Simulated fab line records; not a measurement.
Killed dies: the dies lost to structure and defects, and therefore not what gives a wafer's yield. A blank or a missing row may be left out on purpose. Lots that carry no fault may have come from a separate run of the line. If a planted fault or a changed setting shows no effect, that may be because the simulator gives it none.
fab line records | flow n5-finfet
record: lots: 7 wafers: 21
route steps=1938 shown BEOL_M2@845 BEOL_M3@950 BEOL_M4@1053
start-h: hours from the record's first day to the start of the lot's first wafer shown | wait-h: time in hours since the lot's previous step | " the same as in the row above | L1.1+2: a row that stands for several wafers | - either no value or no given start | * or withheld: withheld | < > ~ a bound
route shown NAME@n: NAME is a module with steps in the file, n the number in the route of the first one | usual: mean and standard deviation over wafers with no fault | same: alike in all rows | chamber/n: place in a boat | sites: the reading at each site | _std_site: how widely they spread, as a standard deviation | _edge_site: inner sites' mean taken away from outer sites' mean | radius-mm: for every site, how far away it sits from the centre of the wafer | mask NAME#n: copy n | behind: tool/chamber where the wafer was last shaped | hold: why the lot went on hold/how many hours it stayed there/how the hold came to an end | device: names the non-switching transistor (n, p or np) | end of line: the tests these same wafers got at the end of their route | step lacking rows: just its recipe | killed: at the first sort, the dies lost to defects and structure; wafer yield is something else | map: per-die view of a wafer (x killed, . not killed, _ where there is no die)
set.NAME: the run value of the setting; set.NAME@STEP: its run value at that earlier step | model.NAME: the simulator's own value behind a step, which no gauge read
lots whose settings were changed on purpose; a table a step, a row a wafer
== steps ==
step: N5_BEOL_M2_COAT_61
recipe: resist: SOC temp-c: 250 time-s: 60 spin-rpm: 1500 resist-thk-nm: 60
columns lot.wafer tool chamber start-h wait-h set.spin-rpm model.SOC_of_BEOL_M2_COAT_61.thk-nm
L074.2+3 litho-track-01 0 126.36 0.1 1500 60
L074.5 " 0 " " 1500 60.2
L076.1 litho-track-05 0 142.84 0.1 1500 60
L076.4+6 " 0 " " 1641 57.2
L077.1 litho-track-03 0 149.06 0.1 1500 60.2
L077.3 " 0 " " 1585 58.6
L077.5 " 0 " " 1585 58.4
L082.2 litho-track-05 0 175.87 0.1 1613 58.2
L082.3 " 0 " " 1500 60.2
L082.6 " 0 " " 1613 58
L086.1 litho-track-05 0 224.56 0.1 1655 57
L086.2 " 0 " " 1500 60
L086.5 " 0 " " 1500 59.8
L091.1+2 litho-track-01 0 233.91 0.1 1500 60.2
L091.6 " 0 " " 1500 60
L097.1 litho-track-01 0 282.52 0.1 1617 58
L097.4+5 " 0 " " 1500 60
step: N5_BEOL_M2_COAT_62
recipe: resist: SiARC temp-c: 220 time-s: 60 spin-rpm: 1500 resist-thk-nm: 12
step: N5_BEOL_M2_COAT_73
recipe: resist: underlayer temp-c: 205 time-s: 60 spin-rpm: 1500 resist-thk-nm: 5
step: N5_BEOL_M2_ETCH_74
recipe: chemistry: N2/H2 target: underlayer target-depth-a: 65 mask-material: CAR-EUV time-s: 5.2 ion-energy-ev: 200 pressure-mtorr: 30 source-w: 840 bias-w: 150 n2-flow-sccm: 200 h2-flow-sccm: 200 ends: cleared
step: N5_BEOL_M2_ETCH_63
recipe: chemistry: CF4 target: SiARC target-depth-a: 156 mask-material: CAR-EUV time-s: 26 ion-energy-ev: 80 pressure-mtorr: 40 source-w: 545 bias-w: 36 Ar_flow_sccm: 100 cf4-flow-sccm: 100 ends: cleared
step: N5_BEOL_M2_ETCH_64
recipe: chemistry: N2/H2 target: SOC target-depth-a: 750 overetch-a: 225 mask-material: SiARC temp-c: 40 time-s: 121.9 ion-energy-ev: 200 pressure-mtorr: 30 source-w: 840 bias-w: 150 n2-flow-sccm: 200 h2-flow-sccm: 200
columns lot.wafer tool chamber start-h wait-h set.spin-rpm@BEOL_M2_COAT_61 model.etch.depth-nm
L074.2 rie-diel-05 3 126.83 0.0 1500 60.01
L074.3 " 2 " " 1500 60.06
L074.5 " 0 " " 1500 60.22
L076.1 rie-diel-05 2 143.31 0.0 1500 59.94
L076.4 " 3 " " 1641 57.25
L076.6 " 3 " " 1641 57.27
L077.1 rie-diel-04 0 149.53 0.0 1500 60.11
L077.3 " 1 " " 1585 58.56
L077.5 " 0 " " 1585 58.4
L082.2 rie-diel-04 1 176.34 0.0 1613 58.14
L082.3 " 3 " " 1500 60.28
L082.6 " 2 " " 1613 58.06
L086.1 rie-diel-04 3 225.04 0.0 1655 57.04
L086.2 " 0 " " 1500 59.94
L086.5 " 2 " " 1500 59.73
L091.1 rie-diel-05 2 234.39 0.0 1500 60.2
L091.2 " 0 " " 1500 60.13
L091.6 " 1 " " 1500 59.99
L097.1 rie-diel-05 1 283.02 0.0 1617 57.94
L097.4 " 3 " " 1500 60.05
L097.5 " 2 " " 1500 59.93
step: N5_BEOL_M2_STRIP_65
recipe: chemistry: N2/H2 temp-c: 40 n2-flow-sccm: 200 h2-flow-sccm: 200 rf-frequency-hz: 6e+07
step: N5_BEOL_M2_STRIP_75
recipe: chemistry: N2/H2 temp-c: 40 n2-flow-sccm: 200 h2-flow-sccm: 200 rf-frequency-hz: 6e+07
step: N5_BEOL_M2_STRIP_66
recipe: chemistry: CF4 resist: SiARC power-w: 300 bias-power-w: 75 pressure-mtorr: 50 cf4-flow-sccm: 150 rf-frequency-hz: 6e+07
step: N5_BEOL_M2_HM_OPEN_17
recipe: chemistry: Cl2/BCl3 target-depth-a: 200 overetch-a: 60 target: TiN mask-material: SOC ion-energy-ev: 150 pressure-mtorr: 10 icp-w: 1000 bias-w: 126 Cl2_flow_sccm: 53.25 bcl3-flow-sccm: 21.75 Ar_flow_sccm: 25
columns lot.wafer tool chamber start-h wait-h set.spin-rpm@BEOL_M2_COAT_61 model.SOC_of_BEOL_M2_COAT_61.thk-nm
L074.2 rie-metal-02 1 127.01 0.0 1500 52
L074.3+5 " 0,1 " " 1500 52.2
L076.1 rie-metal-01 0 143.48 0.0 1500 52
L076.4 " 0 " " 1641 49.2
L076.6 " 0 " " 1641 49.4
L077.1 rie-metal-03 1 149.71 0.0 1500 51.8
L077.3 " 0 " " 1585 50.8
L077.5 " 0 " " 1585 50.6
L082.2 rie-metal-03 0 176.51 0.0 1613 50.4
L082.3 " 0 " " 1500 52.4
L082.6 " 1 " " 1613 49.6
L086.1 rie-metal-02 0 225.22 0.0 1655 49.2
L086.2 " 1 " " 1500 51.8
L086.5 " 1 " " 1500 51.6
L091.1 rie-metal-03 1 234.56 0.0 1500 51.8
L091.2 " 0 " " 1500 52.2
L091.6 " 0 " " 1500 52
L097.1 rie-metal-02 1 283.20 0.0 1617 49.8
L097.4+5 " 1 " " 1500 52
step: N5_BEOL_M2_DESCUM_33
recipe: chemistry: O2 time-s: 7 source-power-w: 50 bias-power-w: 20 pressure-mtorr: 20 rf-frequency-hz: 2.712e+07 temp-c: 40 resist: CAR-EUV o2-flow-sccm: 225
columns lot.wafer tool chamber start-h wait-h set.time-s model.CAR-EUV_of_BEOL_M2_COAT_22.thk-nm
L074.2+3 rie-diel-06 0,1 127.63 0.0 5.627 26.8
L074.5 " 0 " " 7 26.2
L076.1+6 rie-diel-04 2,1 144.15 0.0 8.505 25.4
L076.4 " 3 " " 7 26.2
L077.1 rie-diel-06 2 150.53 0.2 7 26
L077.3+5 " 1,0 " " 7 25.8
L082.2+3 rie-diel-05 3,2 177.28 0.0 6.022 26.6
L082.6 " 2 " " 6.022 26.8
L086.1+5 rie-diel-04 2,0 226.11 0.1 5.708 26.8
L086.2 " 0 " " 7 26
L091.1 rie-diel-06 3 235.42 0.2 7 26.2
L091.2+6 " 0,2 " " 7 26
L097.1+5 rie-diel-05 1 283.95 0.0 7 26.2
L097.4 " 2 " " 5.836 26.8
step: N5_BEOL_M2_ETCH_77
recipe: chemistry: N2/H2 target: underlayer target-depth-a: 65 mask-material: CAR-EUV time-s: 5.2 ion-energy-ev: 200 pressure-mtorr: 30 source-w: 840 bias-w: 150 n2-flow-sccm: 200 h2-flow-sccm: 200 ends: cleared
columns lot.wafer tool chamber start-h wait-h set.time-s@BEOL_M2_DESCUM_33 model.CAR-EUV_of_BEOL_M2_COAT_22.thk-nm
L074.2 rie-diel-06 0 127.66 0.0 5.627 21.2
L074.3 " 1 " " 5.627 21
L074.5 " 0 " " 7 20.4
L076.1+6 rie-diel-04 2,1 144.18 0.0 8.505 19.6
L076.4 " 3 " " 7 20.4
L077.1+3+5 rie-diel-06 2,1,0 150.57 0.0 7 20.2
L082.2+3 rie-diel-05 3,2 177.32 0.0 6.022 20.8
L082.6 " 2 " " 6.022 21
L086.1+5 rie-diel-04 2,0 226.14 0.0 5.708 21
L086.2 " 0 " " 7 20.4
L091.1+6 rie-diel-06 3,2 235.45 0.0 7 20.4
L091.2 " 0 " " 7 20.2
L097.1+5 rie-diel-05 1 283.98 0.0 7 20.4
L097.4 " 2 " " 5.836 21.2
step: N5_BEOL_M2_TRENCH_ETCH_37
recipe: chemistry: C4F6/O2 target-depth-a: 555.55 target: SiOC time-s: 29.2 ion-energy-ev: 250 pressure-mtorr: 30 source-w: 355 bias-w: 185 Ar_flow_sccm: 300 C4F6_flow_sccm: 10 O2_flow_sccm: 10
columns lot.wafer tool chamber start-h wait-h set.time-s model.etch.depth-nm model.BEOL_M2.feature-depth-nm
L074.2 rie-diel-05 0 - - 29.2 54.86 54.8
L074.3 " 1 " " 29.2 57.12 57.2
L074.5 " 2 " " 25.56 49.79 49.8
L076.1 rie-diel-04 3 - - 29.2 56.2 56.2
L076.4 " 0 " " 26.6 50.98 51
L076.6 " 1 " " 26.6 50.73 50.8
L077.1 rie-diel-06 2 - - 29.2 56.86 56.8
L077.3 " 0 " " 29.2 54.41 54.4
L077.5 " 1 " " 26.18 49.43 49.4
L082.2 rie-diel-06 0 - - 22.99 43.64 43.6
L082.3 " 1 " " 22.99 44.03 44
L082.6 " 1 " " 29.2 55.44 55.4
L086.1 rie-diel-04 2 - - 24.64 45.15 45.2
L086.2 " 1 " " 24.64 46.73 46.8
L086.5 " 1 " " 29.2 55.48 55.4
L091.1 rie-diel-04 1 - - 29.2 55.84 55.8
L091.2 " 0 " " 29.2 56.06 56
L091.6 " 1 " " 29.2 55.7 55.6
L097.1 rie-diel-06 1 - - 29.2 55.76 55.8
L097.4 " 0 " " 25.28 48.15 48.2
L097.5 " 3 " " 25.28 49.12 49.2
step: N5_BEOL_M2_ETCH_41
recipe: chemistry: CH3F/O2 target: SiCN target-depth-a: 299 taper-deg: 2 time-s: 52.5 ion-energy-ev: 120 mask-material: TiN pressure-mtorr: 30 source-w: 395 bias-w: 75 Ar_flow_sccm: 150 CH3F_flow_sccm: 30 O2_flow_sccm: 20
step: N5_BEOL_M2_STRIP_97
recipe: chemistry: N2/H2 time-s: 10 power-w: 450 temp-c: 40 pressure-mtorr: 20 rf-frequency-hz: 6e+07 bias-power-w: 7 n2-flow-sccm: 200 h2-flow-sccm: 200
step: N5_BEOL_M2_OCD_MEAS_38
usual: trench-depth-nm: 55.6/1.1
columns lot.wafer tool chamber start-h wait-h set.time-s@BEOL_M2_TRENCH_ETCH_37 trench-depth-nm
L074.2 ocd-01 - 133.20 - 29.2 54.9
L074.3 " - " " 29.2 57.3
L074.5 " - " " 25.56 50.0
L076.1 ocd-01 - 152.55 - 29.2 55.9
L076.4 " - " " 26.6 50.6
L076.6 " - " " 26.6 51.1
L077.1 ocd-01 - 172.56 - 29.2 56.6
L077.3 " - " " 29.2 54.4
L077.5 " - " " 26.18 49.0
L082.2 ocd-02 - 181.62 - 22.99 43.8
L082.3 " - " " 22.99 44.4
L082.6 " - " " 29.2 55.6
L086.1 ocd-01 - 229.56 - 24.64 44.9
L086.2 " - " " 24.64 46.5
L086.5 " - " " 29.2 55.6
L091.1 ocd-01 - 237.64 - 29.2 56.3
L091.2 " - " " 29.2 56.5
L091.6 " - " " 29.2 54.9
L097.1 ocd-02 - 285.78 - 29.2 56.0
L097.4 " - " " 25.28 48.2
L097.5 " - " " 25.28 49.3
step: N5_BEOL_M2_HM_STRIP_39
recipe: chemistry: peroxide-tin-strip material: TiN target-depth-a: 250 temp-c: 50 time-s: 158
step: N5_BEOL_M2_SRD_40
recipe: time-s: 30 temp-c: 23 rinse-liquid: diw dry: ipa-marangoni
step: N5_BEOL_M2_ECD_50
recipe: material: Cu target-thk-a: 3000
step: N5_BEOL_M2_ANNEAL_51
recipe: temp-c: 225 time-s: 90 ambient: N2
step: N5_BEOL_M2_CMP_52
recipe: stop-on: SiOC t-overpolish-s: 6.8 down-force-psi: 1 platen-rpm: 50 clearing-platen-down-force-psi: 1.5 clearing-platen-rpm: 50 post-cmp-clean: cu-alkaline target-thk-nm: 40 clearing-platen-pad-velocity-m-s: 0.99484 pad-velocity-m-s: 0.99484
columns lot.wafer tool chamber start-h wait-h set.time-s@BEOL_M2_TRENCH_ETCH_37 model.Cu_of_BEOL_M2_ECD_50.thk-nm
L074.2 cmp-01 3 136.68 0.2 29.2 39.4
L074.3 " 1 " " 29.2 41.4
L074.5 " 3 " " 25.56 35.6
L076.1 cmp-01 2 156.73 0.3 29.2 39.2
L076.4 " 0 " " 26.6 34.4
L076.6 " 1 " " 26.6 34
L077.3 cmp-02 1 176.05 0.2 29.2 38.8
L077.1 " 2 " " 29.2 40.2
L077.5 " 1 " " 26.18 33.4
L082.2 cmp-01 2 185.66 0.3 22.99 28.4
L082.3 " 3 " " 22.99 27.2
L082.6 " 0 " " 29.2 39.6
L086.1+2 cmp-01 2,1 234.35 0.5 24.64 31.8
L086.5 " 3 " " 29.2 41.4
L091.2 cmp-04 2 241.64 0.2 29.2 41
L091.1+6 " 3,2 " " 29.2 41.2
L097.1 cmp-01 3 290.11 0.3 29.2 39
L097.4 " 1 " " 25.28 33.6
L097.5 " 3 " " 25.28 34
step: N5_BEOL_M2_THK_MEAS_53
recipe: thk-meas-gauge: xrf reads: Cu_of_BEOL_M2_ECD_50
usual: M2_THK: 40.5/1.5
columns lot.wafer tool chamber start-h wait-h set.time-s@BEOL_M2_TRENCH_ETCH_37 M2_THK[nm]
L074.2 film-metro-02 - 136.98 - 29.2 39.7
L074.3 " - " " 29.2 41.9
L074.5 " - " " 25.56 36.0
L076.1 film-metro-01 - 156.98 - 29.2 39.8
L076.4 " - " " 26.6 34.8
L076.6 " - " " 26.6 34.3
L077.1 film-metro-02 - 176.31 - 29.2 40.7
L077.3 " - " " 29.2 39.4
L077.5 " - " " 26.18 33.7
L082.2 film-metro-01 - 185.89 - 22.99 28.8
L082.3 " - " " 22.99 27.7
L082.6 " - " " 29.2 40.2
L086.1 film-metro-01 - 234.64 - 24.64 32.6
L086.2 " - " " 24.64 32.3
L086.5 " - " " 29.2 42.2
L091.1 film-metro-01 - 241.90 - 29.2 42.1
L091.2 " - " " 29.2 41.8
L091.6 " - " " 29.2 42.2
L097.1 film-metro-01 - 290.37 - 29.2 39.5
L097.4 " - " " 25.28 33.9
L097.5 " - " " 25.28 34.5
step: N5_BEOL_M2_PRE_CLEAN_60
recipe: gas: NH3/H2 time-s: 15 temp-c: * rf-power-w: 300
step: N5_BEOL_M2_CO_CAP_55
recipe: material: Co target-thk-a: 20 temp-c: 200 precursor: CCTBA/H2 pressure-torr: 30 time-s: 102.1
step: N5_BEOL_M2_PRE_CLEAN_56
recipe: gas: NH3 time-s: 15 temp-c: withheld rf-power-w: 300
step: N5_BEOL_M2_DEP_57
recipe: material: SiCN target-thk-a: 80 temp-c: withheld precursor: 3MS/NH3 pressure-torr: 3 rf-w: 202 time-s: 14
step: N5_BEOL_M2_RS_MEAS_58
recipe: thk-meas-gauge: four-point-probe reads: Co_of_BEOL_M2_CO_CAP_55+Cu_of_BEOL_M2_ECD_50+Co_of_BEOL_M2_CVD_47+TaN_of_BEOL_M2_ALD_84
usual: M2_RS: 0.67/0.033
columns lot.wafer tool chamber start-h wait-h set.time-s@BEOL_M2_TRENCH_ETCH_37 M2_RS[ohm/sq]
L074.2 film-metro-01 - 137.24 0.1 29.2 0.68
L074.3 " - " " 29.2 0.64
L074.5 " - " " 25.56 0.78
L076.1 film-metro-02 - 157.24 0.0 29.2 0.68
L076.4 " - " " 26.6 0.81
L076.6 " - " " 26.6 0.83
L077.1 film-metro-01 - 176.57 0.0 29.2 0.66
L077.3 " - " " 29.2 0.69
L077.5 " - " " 26.18 0.85
L082.2 film-metro-01 - 186.15 0.1 22.99 1.05
L082.3 " - " " 22.99 1.11
L082.6 " - " " 29.2 0.68
L086.1 film-metro-01 - 234.90 0.0 24.64 0.90
L086.2 " - " " 24.64 0.90
L086.5 " - " " 29.2 0.64
L091.1 film-metro-01 - 242.16 0.0 29.2 0.64
L091.2 " - " " 29.2 0.65
L091.6 " - " " 29.2 0.64
L097.1 film-metro-02 - 290.63 0.0 29.2 0.69
L097.4 " - " " 25.28 0.84
L097.5 " - " " 25.28 0.82
step: N5_BEOL_M3_ETCH_64
recipe: chemistry: N2/H2 target: SOC target-depth-a: 750 overetch-a: 150 mask-material: SiARC temp-c: 40 time-s: 112.5 ion-energy-ev: 200 pressure-mtorr: 30 source-w: 840 bias-w: 150 n2-flow-sccm: 200 h2-flow-sccm: 200
usual: rf-vpp-V: 524/3.5
columns lot.wafer tool chamber start-h wait-h set.bias-w rf-vpp-V model.SiARC_of_BEOL_M3_COAT_62.thk-nm
L074.2 rie-diel-03 3 139.56 0.0 150 529 6.8
L074.3 " 0 " " 150 524 7
L074.5 " 1 " " 134.5 490 7.8
L076.1 rie-diel-03 2 162.14 0.0 157.1 542 6.4
L076.4 " 1 " " 157.1 539 6.6
L076.6 " 1 " " 150 524 7
L077.1 rie-diel-02 2 180.09 0.0 162.1 543 6.2
L077.3 " 1 " " 150 520 7
L077.5 " 1 " " 162.1 547 6.4
L082.2 rie-diel-02 3 187.99 0.0 150 527 6.8
L082.3 " 1 " " 158.7 539 6.4
L082.6 " 2 " " 158.7 537 6.4
L086.1 rie-diel-03 3 238.22 0.0 150 528 6.6
L086.2 " 0 " " 150 522 6.8
L086.5 " 2 " " 164 558 6.2
L091.1 rie-diel-03 1 244.47 0.0 150 523 7
L091.2 " 2 " " 150 525 6.8
L091.6 " 2 " " 150 527 6.8
L097.1 rie-diel-01 1 292.22 0.0 135.6 496 7.4
L097.4 " 0 " " 135.6 494 7.6
L097.5 " 0 " " 150 526 7
step: N5_BEOL_M3_COAT_76
recipe: resist: underlayer temp-c: 205 time-s: 60 spin-rpm: 1500 resist-thk-nm: 5
columns lot.wafer tool chamber start-h wait-h set.spin-rpm
L074.2+3+5 litho-track-02 0 - - 1500
L076.1+4+6 litho-track-02 0 - - 1500
L077.1+3 litho-track-05 0 - - 1500
L077.5 " 0 " " 1360
L082.2+3 litho-track-02 0 - - 1500
L082.6 " 0 " " 1332
L086.1 litho-track-05 0 - - 1500
L086.2+5 " 0 " " 1604
L091.1+2+6 litho-track-04 0 - - 1500
L097.1+4+5 litho-track-04 0 - - 1500
step: N5_BEOL_M3_COAT_22
recipe: resist: CAR-EUV spin-rpm: 1500 resist-thk-nm: 30
step: N5_BEOL_M3_EBR_24
recipe: solvent: PGMEA ebr-width-mm: 1.5
step: N5_BEOL_M3_DESCUM_33
recipe: chemistry: O2 time-s: 7 source-power-w: 50 bias-power-w: 20 pressure-mtorr: 20 rf-frequency-hz: 2.712e+07 temp-c: 40 resist: CAR-EUV o2-flow-sccm: 225
step: N5_BEOL_M3_ETCH_77
recipe: chemistry: N2/H2 target: underlayer target-depth-a: 65 mask-material: CAR-EUV time-s: 5.2 ion-energy-ev: 200 pressure-mtorr: 30 source-w: 840 bias-w: 150 n2-flow-sccm: 200 h2-flow-sccm: 200 ends: cleared
columns lot.wafer tool chamber start-h wait-h set.spin-rpm@BEOL_M3_COAT_76 model.etch.depth-nm
L074.2 rie-diel-02 1 140.65 0.0 1500 5.01
L074.3 " 0 " " 1500 5.021
L074.5 " 3 " " 1500 5.022
L076.1 rie-diel-03 1 163.05 0.0 1500 5.021
L076.4 " 0 " " 1500 5.02
L076.6 " 2 " " 1500 5
L077.1 rie-diel-03 2 180.94 0.0 1500 5.005
L077.3 " 0 " " 1500 5
L077.5 " 2 " " 1360 5.259
L082.2 rie-diel-01 2 188.94 0.0 1500 5.008
L082.3 " 3 " " 1500 5.018
L082.6 " 0 " " 1332 5.347
L086.1 rie-diel-03 3 239.28 0.0 1500 5.019
L086.2 " 2 " " 1604 4.829
L086.5 " 3 " " 1604 4.851
L091.1 rie-diel-03 0 245.31 0.0 1500 4.969
L091.2 " 3 " " 1500 4.954
L091.6 " 0 " " 1500 4.957
L097.1 rie-diel-01 3 293.05 0.0 1500 4.987
L097.4 " 2 " " 1500 5
L097.5 " 3 " " 1500 4.98
step: N5_BEOL_M4_EXPOSE_25
recipe: mask-id: V3 na: 0.33 source-shape: quasar sigma-inner: 0.2 sigma-outer: 0.8 polarization: unpolarized defocus-nm: 5 dose-mj: 63
columns lot.wafer tool chamber start-h wait-h mask set.dose-mj
L074.2+5 euv-scanner-02 0 148.44 - V3#0 63
L074.3 " 0 " " V3#0 66.66
L076.1 euv-scanner-01 0 173.93 - V3#0 63
L076.4+6 " 0 " " V3#0 58.3
L077.1+5 euv-scanner-01 0 189.03 - V3#0 65.16
L077.3 " 0 " " V3#0 63
L082.2+3 euv-scanner-02 0 197.86 - V3#0 63
L082.6 " 0 " " V3#0 65.09
L086.1 euv-scanner-01 0 245.93 - V3#0 67.1
L086.2+5 " 0 " " V3#0 63
L091.1+2+6 euv-scanner-01 0 254.40 - V3#0 63
L097.1+4+5 euv-scanner-01 0 304.86 - V3#0 63
step: N5_BEOL_M4_PEB_26
recipe: peb-temp-c: 100 peb-time-s: 60 resist: CAR-EUV
step: N5_BEOL_M4_DEVELOP_27
recipe: develop-time-s: 30 developer: TMAH resist: CAR-EUV rinse-liquid: surfactant-rinse dry: air-spin dev-temp-c: 23
step: N5_BEOL_M4_CD_MEAS_28
recipe: target-cd-nm: 26.2 landing-energy-ev: 500 detector: se-inlens target-cd-y-nm: 24.1 polarity: opening
usual: cd-nm: 26.18/0.22
columns lot.wafer tool chamber start-h wait-h set.dose-mj@BEOL_M4_EXPOSE_25 cd-nm
L074.2 cd-sem-01 0 148.58 - 63 26.25
L074.3 " 0 " " 66.66 26.89
L074.5 " 0 " " 63 26.02
L076.1 cd-sem-02 0 174.08 - 63 26.28
L076.4 " 0 " " 58.3 24.79
L076.6 " 0 " " 58.3 24.76
L077.1 cd-sem-01 0 189.17 - 65.16 26.90
L077.3 " 0 " " 63 26.32
L077.5 " 0 " " 65.16 26.28
L082.2 cd-sem-03 0 198.00 - 63 26.10
L082.3 " 0 " " 63 26.17
L082.6 " 0 " " 65.09 26.66
L086.1 cd-sem-01 0 246.07 - 67.1 27.23
L086.2 " 0 " " 63 26.48
L086.5 " 0 " " 63 26.27
L091.1 cd-sem-01 0 254.55 - 63 25.89
L091.2 " 0 " " 63 26.33
L091.6 " 0 " " 63 25.91
L097.1 cd-sem-01 0 305.00 - 63 26.17
L097.4 " 0 " " 63 26.10
L097.5 " 0 " " 63 26.05
== key ==
split: step: N5_BEOL_M2_COAT_61 setting: spin-rpm stated: 1500 by: wafer
response: step: N5_BEOL_M2_COAT_61 reading: model.SOC_of_BEOL_M2_COAT_61.thk-nm change: -0.282 per: 1% r: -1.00
response: step: N5_BEOL_M2_ETCH_64 reading: model.etch.depth-nm change: -0.277 per: 1% r: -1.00
response: step: N5_BEOL_M2_HM_OPEN_17 reading: model.SOC_of_BEOL_M2_COAT_61.thk-nm change: -0.269 per: 1% r: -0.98
split: step: N5_BEOL_M2_DESCUM_33 setting: time-s stated: 7 by: wafer
response: step: N5_BEOL_M2_DESCUM_33 reading: model.CAR-EUV_of_BEOL_M2_COAT_22.thk-nm change: -0.0367 per: 1% r: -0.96
response: step: N5_BEOL_M2_ETCH_77 reading: model.CAR-EUV_of_BEOL_M2_COAT_22.thk-nm change: -0.0378 per: 1% r: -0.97
split: step: N5_BEOL_M2_TRENCH_ETCH_37 setting: time-s stated: 29.2 by: wafer
response: step: N5_BEOL_M2_TRENCH_ETCH_37 reading: model.etch.depth-nm change: +0.559 per: 1% r: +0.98
response: step: N5_BEOL_M2_TRENCH_ETCH_37 reading: model.BEOL_M2.feature-depth-nm change: +0.556 per: 1% r: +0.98
response: step: N5_BEOL_M2_OCD_MEAS_38 reading: trench-depth-nm change: +0.561 per: 1% r: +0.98
response: step: N5_BEOL_M2_CMP_52 reading: model.Cu_of_BEOL_M2_ECD_50.thk-nm change: +0.524 per: 1% r: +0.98
response: step: N5_BEOL_M2_THK_MEAS_53 reading: M2_THK change: +0.531 per: 1% r: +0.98
response: step: N5_BEOL_M2_RS_MEAS_58 reading: M2_RS change: -0.0155 per: 1% r: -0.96
split: step: N5_BEOL_M3_ETCH_64 setting: bias-w stated: 150 by: wafer
response: step: N5_BEOL_M3_ETCH_64 reading: rf-vpp-V change: +3.27 per: 1% r: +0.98
response: step: N5_BEOL_M3_ETCH_64 reading: model.SiARC_of_BEOL_M3_COAT_62.thk-nm change: -0.0715 per: 1% r: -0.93
split: step: N5_BEOL_M3_COAT_76 setting: spin-rpm stated: 1500 by: wafer
response: step: N5_BEOL_M3_ETCH_77 reading: model.etch.depth-nm change: -0.0283 per: 1% r: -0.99
split: step: N5_BEOL_M4_EXPOSE_25 setting: dose-mj stated: 63 by: wafer
response: step: N5_BEOL_M4_CD_MEAS_28 reading: cd-nm change: +0.154 per: 1% r: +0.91
